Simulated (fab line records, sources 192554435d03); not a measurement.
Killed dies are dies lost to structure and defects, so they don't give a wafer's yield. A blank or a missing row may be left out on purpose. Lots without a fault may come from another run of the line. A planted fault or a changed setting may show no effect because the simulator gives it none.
A struck lot beside a sound one | flow n5_finfet | 38 steps out of a route of 1938
Sound: wafers L452.2, L452.4, L452.5. Struck: wafers L446.3, L446.4, L446.6. The cause comes at the end.
At each step with rows: each side's tool, then ch and its chambers, then its first start. Under that, the readings that differ: sound wafers | struck wafers | difference of the means | sigmas: that difference in standard deviations of wafers without a fault.
alike: readings whose means differ by less than 2 such deviations, and words and numbers that are the same on both sides. not compared: withheld readings, readings that some wafer has no value for, bounds like >300 that may hide the same value, and numbers for which the record gives no deviation and whose values overlap.
The two part at a step that has a row with sigmas, a row that says differs or no value, or rows on one side only. Numbers that don't overlap but have no deviation are shown without sigmas and don't part them. A reading that every wafer of one side lacks parts them only if that side has two wafers or more.

first, 8 steps without rows for these wafers: N5_BEOL_M0_ANNEAL_119 (time 90 s); N5_BEOL_M0_CMP_120 (polishes, stops on SiOC, t overpolish 6.9 s); N5_BEOL_M0_PRE_CLEAN_131 (time 15 s); N5_BEOL_M0_CO_CAP_123 (material Co, precursor CCTBA/H2, target thk 2 nm, time 102.1 s); N5_BEOL_M0_PRE_CLEAN_124 (time 15 s); N5_BEOL_M0_DEP_125 (deposits SiCN from 3MS/NH3, target thk 8 nm, time 14 s); N5_BEOL_M1_ILD_DEP_00 (deposits SiOC from DEMS/O2, target thk 79 nm, time 15.3 s); N5_BEOL_M1_PECVD_72 (deposits SiO2 from TEOS/O2, target thk 16 nm, time 18 s).
N5_BEOL_M1_HM_DEP_02: deposits TiN, target thk 20 nm.
  sound on pvd_sputter-02, day 11 10:50; struck on pvd_sputter-01, day 10 04:22
  alike: throttle_valve_pct
then, 9 steps without rows for these wafers: N5_BEOL_M1_COAT_61 (time 60 s, resist thk 60 nm); N5_BEOL_M1_COAT_62 (time 60 s, resist thk 12 nm); N5_BEOL_M1_COAT_73 (time 60 s, resist thk 5 nm); N5_BEOL_M1_COAT_05 (resist thk 30 nm); N5_BEOL_M1_EBR_07; N5_BEOL_M1_SOFTBAKE_06 (time 60 s); N5_BEOL_M1_EXPOSE_08 (exposes mask M1); N5_BEOL_M1_PEB_09 (peb time 60 s); N5_BEOL_M1_DEVELOP_10 (develop time 30 s).
N5_BEOL_M1_INSPECT_13: inspects for defects (brightfield).
  sound on defect_inspect-01, day 11 11:19; struck on defect_inspect-01, day 10 04:58
  reading          | sound       | struck      | difference | sigmas
  raw_defect_count | 333 306 239 | 937 981 966 | +669       | +7
then, 16 steps without rows for these wafers: N5_BEOL_M1_DESCUM_16 (chemistry O2, time 7 s); N5_BEOL_M1_ETCH_74 (etches underlayer in N2/H2, target depth 6.5 nm, time 5.2 s); N5_BEOL_M1_ETCH_63 (etches SiARC in CF4, target depth 15.6 nm, time 26 s); N5_BEOL_M1_ETCH_64 (etches SOC in N2/H2, target depth 75 nm, overetch 15 nm, time 112.5 s); N5_BEOL_M1_STRIP_65 (strips in N2/H2); N5_BEOL_M1_STRIP_75 (strips in N2/H2); N5_BEOL_M1_STRIP_66 (strips in CF4); N5_BEOL_M1_HM_OPEN_17 (chemistry Cl2/BCl3, target TiN, target depth 20 nm, overetch 6 nm); N5_BEOL_M1_STRIP_19 (strips in O2); N5_BEOL_M1_COAT_67 (time 60 s, resist thk 60 nm); N5_BEOL_M1_COAT_68 (time 60 s, resist thk 12 nm); N5_BEOL_M1_COAT_76 (time 60 s, resist thk 5 nm); N5_BEOL_M1_COAT_22 (resist thk 30 nm); N5_BEOL_M1_EBR_24; N5_BEOL_M1_SOFTBAKE_23 (time 60 s); N5_BEOL_M1_EXPOSE_25 (exposes mask V0, defocus 5 nm, target cd 24 nm).
N5_BEOL_M1_INSPECT_30: inspects for defects (brightfield).
  sound on defect_inspect-01, day 11 12:13; struck on defect_inspect-01, day 10 06:01
  reading          | sound       | struck      | difference | sigmas
  raw_defect_count | 311 324 246 | 915 991 950 | +658       | +8
-- the record jumps here: 5 days lie between the struck wafers' starts before and after (it left off in module BEOL_M1 and takes up again in module BEOL_M4, whose first step shown is number 1111 of the route) --
N5_BEOL_M4_RC_MEAS_101:
  sound on prober-02 ch 0, day 17 02:02; struck on prober-01 ch 0, day 15 09:11
  alike: DIBL_N, DIBL_P, IOFF_N, IOFF_P, ION_N, ION_P, SS_N, SS_P, VT_N, VT_P
-- the record jumps here: 4 days lie between the struck wafers' starts before and after (it left off in module BEOL_M4 and takes up again in module PASSIVATION, whose first step shown is number 1936 of the route) --
N5_PASSIVATION_PROBE_49:
  the record has rows for the struck wafers here (prober-01, day 19 18:29) and none for the sound ones

WHERE THEY PART
First at N5_BEOL_M1_INSPECT_13; last, within this record, at N5_PASSIVATION_PROBE_49.

WHY: what the simulator had put in
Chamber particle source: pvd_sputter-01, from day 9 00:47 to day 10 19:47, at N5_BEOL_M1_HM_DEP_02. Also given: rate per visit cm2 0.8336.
